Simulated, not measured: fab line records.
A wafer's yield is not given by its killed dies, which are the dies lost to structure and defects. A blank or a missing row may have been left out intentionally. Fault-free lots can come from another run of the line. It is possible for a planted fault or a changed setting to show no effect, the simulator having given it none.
Matching of chambers -- flow nand-harc -- NHARC_A_STAIRCASE_DESCUM_443 on rie-diel-11 has 4 sister chambers
The step chemistry O2, time 3 s. 8 wafers are shown with their chamber, then 9 later ones without.

## WAFERS WITH THEIR CHAMBER
wafer,chamber,drypump-motor-current-A (A),oes-product-au (a.u.)
L075.5,1,5.7,1.010
L079.3,2,6.1,0.987
L079.6,0,5.7,0.998
L083.3,0,5.8,1.004
L083.5,2,6.1,0.986
L085.1,1,5.7,1.027
L085.4,3,6.6,0.994
L085.5,3,6.6,0.990

## WAFERS WHOSE CHAMBER IS MISSING
wafer,drypump-motor-current-A (A),oes-product-au (a.u.)
L091.1,6.6,1.005
L091.4,6.1,1.003
L091.6,6.1,1.004
L094.1,5.8,0.987
L094.4,6.1,1.001
L094.6,6.1,1.018
L095.1,5.7,0.978
L095.3,6.1,1.004
L095.6,5.7,0.966

## EACH ONE'S CHAMBER
wafer,from the rows above,in truth
L091.1,3,3
L091.4,2,2
L091.6,2,2
L094.1,0,0
L094.4,2,2
L094.6,2,2
L095.1,0,0
L095.3,2,2
L095.6,0,0
Correct placement for 9 of the 9. Number that these rows cannot place: 0. Number placed wrongly: 0.
How it was worked out, from the rows above alone: a wafer's distance from a chamber is the root of the sum, over the readings, of the square of ((its reading less the chamber's mean) divided by the reading's scatter). The wafer belongs to the nearest chamber; if the next one is less than 2 further off, it can't be placed. A chamber's mean is the mean of its shown wafers. The scatter is the square root of a quotient: the sum, over the shown wafers, of each reading's squared deviation from its chamber's mean, divided by wafers minus chambers.
